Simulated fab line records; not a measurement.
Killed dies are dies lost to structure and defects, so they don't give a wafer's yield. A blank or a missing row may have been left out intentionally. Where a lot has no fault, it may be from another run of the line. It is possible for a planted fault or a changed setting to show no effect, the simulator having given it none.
Matching of chambers || flow nand_harc || 3 sister chambers for NHARC_P_M0_PRE_CLEAN_31 on pecvd-04
The step time 12 s. 3 wafers are shown with their chamber, then 8 later ones without.

EACH WAFER AND ITS CHAMBER
{"wafer": "L829.4", "chamber": 2, "heater_power_w (W)": 572}
{"wafer": "L837.5", "chamber": 0, "heater_power_w (W)": 591}
{"wafer": "L844.2", "chamber": 1, "heater_power_w (W)": 615}

WAFERS WITH NO CHAMBER GIVEN
{"wafer": "L844.3", "heater_power_w (W)": 524}
{"wafer": "L844.6", "heater_power_w (W)": 573}
{"wafer": "L846.1", "heater_power_w (W)": 590}
{"wafer": "L846.3", "heater_power_w (W)": 632}
{"wafer": "L846.6", "heater_power_w (W)": 616}
{"wafer": "L848.2", "heater_power_w (W)": 590}
{"wafer": "L848.4", "heater_power_w (W)": 574}
{"wafer": "L848.5", "heater_power_w (W)": 593}

WHICH CHAMBER EACH ONE RAN IN
{"wafer": "L844.3", "from the rows above": "can't be placed: 2 or 0", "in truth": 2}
{"wafer": "L844.6", "from the rows above": "can't be placed: 2 or 0", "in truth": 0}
{"wafer": "L846.1", "from the rows above": "can't be placed: 0 or 2 or 1", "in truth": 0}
{"wafer": "L846.3", "from the rows above": "can't be placed: 1 or 0", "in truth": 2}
{"wafer": "L846.6", "from the rows above": "can't be placed: 1 or 0", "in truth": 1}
{"wafer": "L848.2", "from the rows above": "can't be placed: 0 or 2 or 1", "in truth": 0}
{"wafer": "L848.4", "from the rows above": "can't be placed: 2 or 0", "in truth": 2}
{"wafer": "L848.5", "from the rows above": "can't be placed: 0 or 2 or 1", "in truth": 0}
Correct placement for 0 of the 8. Cannot be placed on the basis of these rows: 8; the candidates contain the true chamber in 7. Wrongly placed: 0.
How it was worked out, from the rows above alone: a wafer's distance from a chamber is the root of the sum, over the readings, of the square of ((its reading less the chamber's mean) divided by the reading's scatter). If the next closest chamber is less than 2 further off than the closest, the wafer can't be placed; otherwise it belongs to the closest. The mean given for a chamber averages the wafers shown for that chamber. The scatter (one wafer shown for each chamber): square how far every hidden wafer sits from the nearest shown wafer, average those squares and take the square root.
